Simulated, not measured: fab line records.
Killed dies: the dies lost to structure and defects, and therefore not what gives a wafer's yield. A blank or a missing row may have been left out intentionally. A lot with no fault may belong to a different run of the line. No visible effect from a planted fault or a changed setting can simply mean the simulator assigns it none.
Which of the tools did it? || flow n5_finfet || 12 lots with 36 wafers sampled at 4 steps, on a route of 1938 steps

== WHAT THE GAUGES SHOWED, per wafer ==
No reading from a measuring or inspecting step in the record can be judged against a usual standard deviation.

== EACH LOT AND THE TOOL THAT RAN IT (in order: tool; ch and the chambers of the sampled wafers; start) ==
{"lot": "L333", "N5_BEOL_M0_SPUTTER_141": "pvd_sputter-03, day 5 21:56", "N5_PASSIVATION_ETCH_15": "rie_diel-05 ch 1,3, day 10 21:58 or earlier", "N5_PASSIVATION_PRE_CLEAN_19": "pvd_sputter-01, day 10 21:58", "N5_PASSIVATION_PROBE_49": "prober-02, day 11 04:40"}
{"lot": "L334", "N5_BEOL_M0_SPUTTER_141": "pvd_sputter-01, day 6 09:53", "N5_PASSIVATION_ETCH_15": "rie_diel-02 ch 0,2,3, day 12 15:43 or earlier", "N5_PASSIVATION_PRE_CLEAN_19": "pvd_sputter-02, day 12 15:43", "N5_PASSIVATION_PROBE_49": "prober-01, day 12 22:07"}
{"lot": "L336", "N5_BEOL_M0_SPUTTER_141": "pvd_sputter-03, day 6 17:15", "N5_PASSIVATION_ETCH_15": "rie_diel-02 ch 1,2,3, day 11 22:22 or earlier", "N5_PASSIVATION_PRE_CLEAN_19": "pvd_sputter-02, day 11 22:22", "N5_PASSIVATION_PROBE_49": "prober-01, day 12 04:06"}
{"lot": "L335", "N5_BEOL_M0_SPUTTER_141": "pvd_sputter-01, day 6 18:47", "N5_PASSIVATION_ETCH_15": "rie_diel-02 ch 0,2,3, day 13 05:26 or earlier", "N5_PASSIVATION_PRE_CLEAN_19": "pvd_sputter-03, day 13 05:26", "N5_PASSIVATION_PROBE_49": "prober-02, day 13 11:41"}
{"lot": "L337", "N5_BEOL_M0_SPUTTER_141": "pvd_sputter-03, day 6 22:08", "N5_PASSIVATION_ETCH_15": "rie_diel-06 ch 0,2,3, day 12 13:45 or earlier", "N5_PASSIVATION_PRE_CLEAN_19": "pvd_sputter-03, day 12 13:45", "N5_PASSIVATION_PROBE_49": "prober-01, day 12 19:34"}
{"lot": "L341", "N5_BEOL_M0_SPUTTER_141": "pvd_sputter-02, day 8 22:08", "N5_PASSIVATION_ETCH_15": "rie_diel-05 ch 1,2,3, day 14 15:49 or earlier", "N5_PASSIVATION_PRE_CLEAN_19": "pvd_sputter-03, day 14 15:49", "N5_PASSIVATION_PROBE_49": "prober-01, day 14 21:40"}
{"lot": "L344", "N5_BEOL_M0_SPUTTER_141": "pvd_sputter-02, day 9 03:34", "N5_PASSIVATION_ETCH_15": "rie_diel-06 ch 1,2,3, day 14 23:37 or earlier", "N5_PASSIVATION_PRE_CLEAN_19": "pvd_sputter-02, day 14 23:37", "N5_PASSIVATION_PROBE_49": "prober-01, day 15 05:35"}
{"lot": "L350", "N5_BEOL_M0_SPUTTER_141": "pvd_sputter-01, day 10 18:10", "N5_PASSIVATION_ETCH_15": "rie_diel-06 ch 2,3, day 16 18:05 or earlier", "N5_PASSIVATION_PRE_CLEAN_19": "pvd_sputter-01, day 16 18:05", "N5_PASSIVATION_PROBE_49": "prober-02, day 16 23:41"}
{"lot": "L352", "N5_BEOL_M0_SPUTTER_141": "pvd_sputter-01, day 11 00:53", "N5_PASSIVATION_ETCH_15": "rie_diel-02 ch 0,2,3, day 17 03:51 or earlier", "N5_PASSIVATION_PRE_CLEAN_19": "pvd_sputter-01, day 17 03:51", "N5_PASSIVATION_PROBE_49": "prober-01, day 17 09:34"}
{"lot": "L354", "N5_BEOL_M0_SPUTTER_141": "pvd_sputter-01, day 11 10:08", "N5_PASSIVATION_ETCH_15": "rie_diel-06 ch 0,3, day 17 20:06 or earlier", "N5_PASSIVATION_PRE_CLEAN_19": "pvd_sputter-02, day 17 20:06", "N5_PASSIVATION_PROBE_49": "prober-01, day 18 01:53"}
{"lot": "L355", "N5_BEOL_M0_SPUTTER_141": "pvd_sputter-01, day 11 16:59", "N5_PASSIVATION_ETCH_15": "rie_diel-02 ch 1,2,3, day 17 20:19 or earlier", "N5_PASSIVATION_PRE_CLEAN_19": "pvd_sputter-03, day 17 20:19", "N5_PASSIVATION_PROBE_49": "prober-02, day 18 02:47"}
{"lot": "L356", "N5_BEOL_M0_SPUTTER_141": "pvd_sputter-01, day 11 20:06", "N5_PASSIVATION_ETCH_15": "rie_diel-06 ch 1,2,3, day 17 21:33 or earlier", "N5_PASSIVATION_PRE_CLEAN_19": "pvd_sputter-03, day 17 21:33", "N5_PASSIVATION_PROBE_49": "prober-01, day 18 03:52"}
- N5_BEOL_M0_SPUTTER_141: material Cu, target thk 4 nm, time 7.37 s.
- N5_PASSIVATION_ETCH_15: etches SiCN in CF4/N2, target depth 75 nm, time 81.2 s.
- N5_PASSIVATION_PRE_CLEAN_19
- N5_PASSIVATION_PROBE_49

== AS READ BY THE TOOLS THEMSELVES (means over the sampled wafers that have a number; for cases with no such wafer, the mark the record gives instead) ==
N5_BEOL_M0_SPUTTER_141.
{"lot": "L333", "tool": "pvd_sputter-03", "throttle_valve_pct (%)": 29.7}
{"lot": "L334", "tool": "pvd_sputter-01", "throttle_valve_pct (%)": 29.2}
{"lot": "L336", "tool": "pvd_sputter-03", "throttle_valve_pct (%)": 30.0}
{"lot": "L335", "tool": "pvd_sputter-01", "throttle_valve_pct (%)": 30.5}
{"lot": "L337", "tool": "pvd_sputter-03", "throttle_valve_pct (%)": 29.0}
{"lot": "L341", "tool": "pvd_sputter-02", "throttle_valve_pct (%)": 29.6}
{"lot": "L344", "tool": "pvd_sputter-02", "throttle_valve_pct (%)": 30.3}
{"lot": "L350", "tool": "pvd_sputter-01", "throttle_valve_pct (%)": 29.1}
{"lot": "L352", "tool": "pvd_sputter-01", "throttle_valve_pct (%)": 29.9}
{"lot": "L354", "tool": "pvd_sputter-01", "throttle_valve_pct (%)": 29.8}
{"lot": "L355", "tool": "pvd_sputter-01", "throttle_valve_pct (%)": 29.9}
{"lot": "L356", "tool": "pvd_sputter-01", "throttle_valve_pct (%)": 30.0}

N5_PASSIVATION_ETCH_15.
{"lot": "L333", "tool": "rie_diel-05", "drypump_motor_current_A (A)": 5.8, "oes_product_au (a.u.)": 0.86, "rf_vpp_V (V)": 384.5, "showerhead_plenum_p_Torr (Torr)": 2.33, "throttle_valve_pct (%)": 15.41}
{"lot": "L334", "tool": "rie_diel-02", "drypump_motor_current_A (A)": 5.6, "oes_product_au (a.u.)": 0.84, "rf_vpp_V (V)": 382.9, "showerhead_plenum_p_Torr (Torr)": 2.24, "throttle_valve_pct (%)": 15.38}
{"lot": "L336", "tool": "rie_diel-02", "drypump_motor_current_A (A)": 5.7, "oes_product_au (a.u.)": 0.81, "rf_vpp_V (V)": 382.1, "showerhead_plenum_p_Torr (Torr)": 2.22, "throttle_valve_pct (%)": 15.34}
{"lot": "L335", "tool": "rie_diel-02", "drypump_motor_current_A (A)": 5.6, "oes_product_au (a.u.)": 0.84, "rf_vpp_V (V)": 382.7, "showerhead_plenum_p_Torr (Torr)": 2.24, "throttle_valve_pct (%)": 15.39}
{"lot": "L337", "tool": "rie_diel-06", "drypump_motor_current_A (A)": 6.3, "oes_product_au (a.u.)": 0.79, "rf_vpp_V (V)": 381.0, "showerhead_plenum_p_Torr (Torr)": 2.19, "throttle_valve_pct (%)": 15.42}
{"lot": "L341", "tool": "rie_diel-05", "drypump_motor_current_A (A)": 5.6, "oes_product_au (a.u.)": 0.77, "rf_vpp_V (V)": 382.9, "showerhead_plenum_p_Torr (Torr)": 2.26, "throttle_valve_pct (%)": 15.63}
{"lot": "L344", "tool": "rie_diel-06", "drypump_motor_current_A (A)": 6.2, "oes_product_au (a.u.)": 0.73, "rf_vpp_V (V)": 381.5, "showerhead_plenum_p_Torr (Torr)": 2.14, "throttle_valve_pct (%)": 15.55}
{"lot": "L350", "tool": "rie_diel-06", "drypump_motor_current_A (A)": 6.6, "oes_product_au (a.u.)": 0.76, "rf_vpp_V (V)": 381.1, "showerhead_plenum_p_Torr (Torr)": 2.15, "throttle_valve_pct (%)": 15.56}
{"lot": "L352", "tool": "rie_diel-02", "drypump_motor_current_A (A)": 5.6, "oes_product_au (a.u.)": 0.80, "rf_vpp_V (V)": 382.9, "showerhead_plenum_p_Torr (Torr)": 2.22, "throttle_valve_pct (%)": 15.44}
{"lot": "L354", "tool": "rie_diel-06", "drypump_motor_current_A (A)": 6.0, "oes_product_au (a.u.)": 0.79, "rf_vpp_V (V)": 382.4, "showerhead_plenum_p_Torr (Torr)": 2.19, "throttle_valve_pct (%)": 15.33}
{"lot": "L355", "tool": "rie_diel-02", "drypump_motor_current_A (A)": 5.7, "oes_product_au (a.u.)": 0.75, "rf_vpp_V (V)": 382.0, "showerhead_plenum_p_Torr (Torr)": 2.20, "throttle_valve_pct (%)": 15.42}
{"lot": "L356", "tool": "rie_diel-06", "drypump_motor_current_A (A)": 6.2, "oes_product_au (a.u.)": 0.72, "rf_vpp_V (V)": 380.4, "showerhead_plenum_p_Torr (Torr)": 2.13, "throttle_valve_pct (%)": 15.60}

N5_PASSIVATION_PRE_CLEAN_19.
{"lot": "L333", "tool": "pvd_sputter-01", "heater_power_w (W)": 469}
{"lot": "L334", "tool": "pvd_sputter-02", "heater_power_w (W)": 470}
{"lot": "L336", "tool": "pvd_sputter-02", "heater_power_w (W)": 466}
{"lot": "L335", "tool": "pvd_sputter-03", "heater_power_w (W)": 475}
{"lot": "L337", "tool": "pvd_sputter-03", "heater_power_w (W)": 449}
{"lot": "L341", "tool": "pvd_sputter-03", "heater_power_w (W)": 471}
{"lot": "L344", "tool": "pvd_sputter-02", "heater_power_w (W)": 464}
{"lot": "L350", "tool": "pvd_sputter-01", "heater_power_w (W)": 437}
{"lot": "L352", "tool": "pvd_sputter-01", "heater_power_w (W)": 410}
{"lot": "L354", "tool": "pvd_sputter-02", "heater_power_w (W)": 463}
{"lot": "L355", "tool": "pvd_sputter-03", "heater_power_w (W)": 456}
{"lot": "L356", "tool": "pvd_sputter-03", "heater_power_w (W)": 438}

N5_PASSIVATION_PROBE_49.
{"lot": "L333", "tool": "prober-02", "defect_limited_yield (%)": 92.4, "killed_at_M0_to_M3": 31, "killed_at_M4_up": 9, "killed_at_contacts": 11, "killed_at_front_end": 31, "killed_at_other": 7.7, "killed_dies": 90, "killed_on_rim": 11, "killed_open": 56, "killed_short": 32, "sort_bin_5_function (%)": 4.3, "sort_bin_6_memory (%)": 3.1, "sort_n_pass": 1090, "sort_yield_pct (%)": 92.4}
{"lot": "L334", "tool": "prober-01", "defect_limited_yield (%)": 91.3, "killed_at_M0_to_M3": 42, "killed_at_M4_up": 16, "killed_at_contacts": 15, "killed_at_front_end": 26, "killed_at_other": 3.3, "killed_dies": 102, "killed_on_rim": 17, "killed_open": 72, "killed_short": 28, "sort_bin_5_function (%)": 5.2, "sort_bin_6_memory (%)": 3.1, "sort_n_pass": 1078, "sort_yield_pct (%)": 91.3}
{"lot": "L336", "tool": "prober-01", "defect_limited_yield (%)": 92.8, "killed_at_M0_to_M3": 42, "killed_at_M4_up": 11, "killed_at_contacts": 9, "killed_at_front_end": 22, "killed_at_other": 1.3, "killed_dies": 85, "killed_on_rim": 10, "killed_open": 56, "killed_short": 27, "sort_bin_5_function (%)": 4.2, "sort_bin_6_memory (%)": 2.7, "sort_n_pass": 1095, "sort_yield_pct (%)": 92.8}
{"lot": "L335", "tool": "prober-02", "defect_limited_yield (%)": 90.6, "killed_at_M0_to_M3": 41, "killed_at_M4_up": 13, "killed_at_contacts": 12, "killed_at_front_end": 41, "killed_at_other": 4.0, "killed_dies": 111, "killed_on_rim": 19, "killed_open": 75, "killed_short": 32, "sort_bin_5_function (%)": 5.8, "sort_bin_6_memory (%)": 3.2, "sort_n_pass": 1069, "sort_yield_pct (%)": 90.6}
{"lot": "L337", "tool": "prober-01", "defect_limited_yield (%)": 91.2, "killed_at_M0_to_M3": 30, "killed_at_M4_up": 23, "killed_at_contacts": 12, "killed_at_front_end": 34, "killed_at_other": 5.7, "killed_dies": 104, "killed_on_rim": 14, "killed_open": 73, "killed_short": 31, "sort_bin_5_function (%)": 5.4, "sort_bin_6_memory (%)": 3.0, "sort_n_pass": 1076, "sort_yield_pct (%)": 91.2}
{"lot": "L341", "tool": "prober-01", "defect_limited_yield (%)": 79.8, "killed_at_M0_to_M3": 168, "killed_at_M4_up": 12, "killed_at_contacts": 13, "killed_at_front_end": 39, "killed_at_other": 5.0, "killed_dies": 238, "killed_on_rim": 22, "killed_open": 65, "killed_short": 30, "sort_bin_5_function (%)": 12.0, "sort_bin_6_memory (%)": 4.2, "sort_n_pass": 942, "sort_yield_pct (%)": 79.8}
{"lot": "L344", "tool": "prober-01", "defect_limited_yield (%)": 81.8, "killed_at_M0_to_M3": 138, "killed_at_M4_up": 14, "killed_at_contacts": 9, "killed_at_front_end": 51, "killed_at_other": 2.0, "killed_dies": 214, "killed_on_rim": 27, "killed_open": 65, "killed_short": 30, "sort_bin_5_function (%)": 10.9, "sort_bin_6_memory (%)": 3.6, "sort_n_pass": 966, "sort_yield_pct (%)": 81.8}
{"lot": "L350", "tool": "prober-02", "defect_limited_yield (%)": 92.4, "killed_at_M0_to_M3": 29, "killed_at_M4_up": 12, "killed_at_contacts": 19, "killed_at_front_end": 28, "killed_at_other": 1.3, "killed_dies": 89, "killed_on_rim": 12, "killed_open": 58, "killed_short": 30, "sort_bin_5_function (%)": 4.3, "sort_bin_6_memory (%)": 2.9, "sort_n_pass": 1091, "sort_yield_pct (%)": 92.4}
{"lot": "L352", "tool": "prober-01", "defect_limited_yield (%)": 90.1, "killed_at_M0_to_M3": 56, "killed_at_M4_up": 13, "killed_at_contacts": 8, "killed_at_front_end": 35, "killed_at_other": 4.3, "killed_dies": 117, "killed_on_rim": 16, "killed_open": 80, "killed_short": 37, "sort_bin_5_function (%)": 5.7, "sort_bin_6_memory (%)": 3.9, "sort_n_pass": 1063, "sort_yield_pct (%)": 90.1}
{"lot": "L354", "tool": "prober-01", "defect_limited_yield (%)": 90.7, "killed_at_M0_to_M3": 36, "killed_at_M4_up": 12, "killed_at_contacts": 15, "killed_at_front_end": 43, "killed_at_other": 3.3, "killed_dies": 110, "killed_on_rim": 16, "killed_open": 75, "killed_short": 32, "sort_bin_5_function (%)": 5.6, "sort_bin_6_memory (%)": 3.3, "sort_n_pass": 1070, "sort_yield_pct (%)": 90.7}
{"lot": "L355", "tool": "prober-02", "defect_limited_yield (%)": 91.3, "killed_at_M0_to_M3": 32, "killed_at_M4_up": 15, "killed_at_contacts": 7, "killed_at_front_end": 47, "killed_at_other": 2.3, "killed_dies": 103, "killed_on_rim": 11, "killed_open": 65, "killed_short": 37, "sort_bin_5_function (%)": 4.4, "sort_bin_6_memory (%)": 3.8, "sort_n_pass": 1077, "sort_yield_pct (%)": 91.3}
{"lot": "L356", "tool": "prober-01", "defect_limited_yield (%)": 91.9, "killed_at_M0_to_M3": 22, "killed_at_M4_up": 16, "killed_at_contacts": 16, "killed_at_front_end": 35, "killed_at_other": 5.7, "killed_dies": 95, "killed_on_rim": 13, "killed_open": 64, "killed_short": 30, "sort_bin_5_function (%)": 4.6, "sort_bin_6_memory (%)": 3.2, "sort_n_pass": 1085, "sort_yield_pct (%)": 91.9}

== THE ANSWER, worked out from the rows above alone ==
Rule: the usual values come from the lots themselves. Put in order of their means at a reading, lots are off if they are a third of the lots or fewer, leave a main group of 4 or more, and stand apart from it by a gap of 3 or more times the standard deviation of the main group's means; of several such gaps the widest counts. If all means in a main group match to the digits the tables above print for the reading, that group is not used. A lot without any number at a reading at which 4 lots or more have one is off too. All remaining lots with rows at the step are treated as sound. First the gauges in route order, then the tools' own readings, where a lot's mean is used as printed above. The first step at which some lot is off is used, and at that step the reading that is off furthest; a lot without a number counts as furthest.
Off: L341, L344 (N5_PASSIVATION_PROBE_49, defect_limited_yield). The main group has a mean of 91.5 % with a standard deviation of 0.84.
If a tool, at that step or one of the process steps before it, ran each lot that is off and ran no sound lot following the first of them, it fits. N5_PASSIVATION_ETCH_15 gives no start for some lots, so the hours and the order of its lots are those of N5_PASSIVATION_PRE_CLEAN_19. One fits: N5_BEOL_M0_SPUTTER_141 on pvd_sputter-02. It ran no sound lot before its first lot that is off in this sample, so the start can't be narrowed down.

== WHAT THE SIMULATOR HAD INSERTED ==
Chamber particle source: pvd_sputter-02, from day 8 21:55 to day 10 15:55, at N5_BEOL_M0_SPUTTER_141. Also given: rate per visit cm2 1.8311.
Lots struck among those shown: L341, L344. The rule given above showed the same thing.
